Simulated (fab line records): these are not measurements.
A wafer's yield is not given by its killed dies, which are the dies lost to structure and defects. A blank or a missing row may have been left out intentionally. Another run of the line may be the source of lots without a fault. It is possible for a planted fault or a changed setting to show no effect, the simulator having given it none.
Chamber matching -- flow nand_harc -- 4 sister chambers for NHARC_P_M1_CMP_23 on cmp-02
The step polishes, t overpolish 20 s, target thk 157.82 nm. 8 wafers are shown with their chamber, then 11 later ones without.

## WAFERS PAIRED WITH THEIR CHAMBERS
wafer,chamber,motor_current_A (A),time_to_endpoint_s (s)
L080.3,3,12.5,34.9
L081.5,2,11.8,32.2
L082.1,0,9.7,28.6
L082.3,2,12.0,32.3
L084.2,0,10.1,28.7
L084.4,3,12.9,33.1
L084.6,1,13.8,32.2
L088.4,1,13.2,30.5

## WAFERS WITHOUT THEIR CHAMBER
wafer,motor_current_A (A),time_to_endpoint_s (s)
L088.5,13.1,28.3
L088.6,11.4,28.5
L093.3,13.6,30.6
L093.5,11.7,28.4
L093.6,13.4,29.4
L095.3,13.1,34.1
L095.5,9.9,31.3
L095.6,13.5,34.4
L097.1,12.9,31.6
L097.2,13.4,28.8
L097.4,10.3,27.7

## WHICH CHAMBER EACH ONE RAN IN
wafer,from the rows above,in truth
L088.5,1,1
L088.6,can't be placed: 2 or 0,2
L093.3,1,1
L093.5,can't be placed: 2 or 0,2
L093.6,1,1
L095.3,3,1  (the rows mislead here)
L095.5,0,0
L095.6,can't be placed: 3 or 1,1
L097.1,can't be placed: 1 or 3 or 2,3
L097.2,1,1
L097.4,0,0
Correctly placed: 6 of 11. Can't be placed from these rows: 4 (the true chamber is among the candidates in 4). Number placed wrongly: 1.
How it was worked out, from the rows above alone: a wafer's distance from a chamber is the root of the sum, over the readings, of the square of ((its reading less the chamber's mean) divided by the reading's scatter). If the next closest chamber is less than 2 further off than the closest, the wafer can't be placed; otherwise it belongs to the closest. Each chamber's mean is taken over the wafers shown for it. The scatter: the root of (the sum of the squares of (reading less its chamber's mean) over the shown wafers, divided by (wafers less chambers)).
